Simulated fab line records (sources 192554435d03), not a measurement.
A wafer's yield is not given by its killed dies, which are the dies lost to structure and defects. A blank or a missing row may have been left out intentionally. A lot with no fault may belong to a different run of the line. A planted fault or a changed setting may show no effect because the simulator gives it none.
Which tool was responsible? ; flow n5_finfet ; Sampling: 6 lots, 17 wafers, 3 of 1938 route steps

WHAT THE GAUGES READ, wafer by wafer
N5_BEOL_M11_CD_MEAS_28: target cd 70 nm.
lot;measured;on;cd_nm (nm)
L461;day 10 22:10;cd_sem-01;69.1 70.8 68.6
L465;day 12 05:16;cd_sem-02;69.8 69.1 69.1
L473;day 13 13:53;cd_sem-01;63.3 64.0
L476;day 14 17:35;cd_sem-02;69.1 69.3 69.2
L478;day 15 07:20;cd_sem-03;70.8 69.7 69.8
L480;day 16 07:57;cd_sem-01;70.4 70.8 70.9

WHAT TOOL EACH LOT RAN ON (gives the tool, then ch and the chambers of the sampled wafers, and finally the start)
lot;N5_BEOL_M10_CMP_52;N5_BEOL_M11_PEB_26
L461;cmp-03 ch 1,2,3, day 10 16:58;litho_track-04 ch 0, day 10 22:05
L465;cmp-02 ch 0,1,3, day 12 00:21;litho_track-04 ch 0, day 12 05:11
L473;cmp-04 ch 0,2, day 13 10:20;litho_track-04 ch 0, day 13 13:50
L476;cmp-03 ch 1,2,3, day 14 11:31;litho_track-02 ch 0, day 14 17:31
L478;cmp-04 ch 1,2,3, day 15 01:55;litho_track-02 ch 0, day 15 07:16
L480;cmp-04 ch 0,1,3, day 16 00:53;litho_track-01 ch 0, day 16 07:53
- N5_BEOL_M10_CMP_52: polishes, stops on SiCOH lowk, t overpolish 7 s, target thk 140 nm.
- N5_BEOL_M11_PEB_26: peb time 60 s.

THE ANSWER, worked out from the rows above alone
Rule: what is usual is taken from the lots themselves. Put in order of their means at a reading, lots are off if they are a third of the lots or fewer, leave a main group of 4 or more, and stand apart from it by a gap of 3 or more times the standard deviation of the main group's means; of several such gaps the widest counts. A main group is skipped when, at the precision printed for the reading in the tables above, its means are all equal. Also off: a lot with no number at a reading for which 4 or more lots have one. Where the step has rows for the other lots, those lots are counted as sound.
Off: L473, at N5_BEOL_M11_CD_MEAS_28 (cd_nm). Mean 69.8 nm and standard deviation 0.56 in the main group.
If a tool, at a process step before that reading, ran all the lots that are off and no sound lot after the first of them, it fits. Gauges at N5_BEOL_M11_CD_MEAS_28: tried the same way as those tools. One fits: N5_BEOL_M11_PEB_26 on litho_track-04. A fault onset in the window from L465 (day 12 05:11, its last sound lot) to L473 (day 13 13:50, its first lot off) fits.

WHAT THE SIMULATOR HAD PUT IN
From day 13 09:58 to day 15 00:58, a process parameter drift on litho_track-04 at N5_BEOL_M11_PEB_26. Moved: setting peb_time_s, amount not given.
Struck lots among those shown: L473. The rule above found the same.
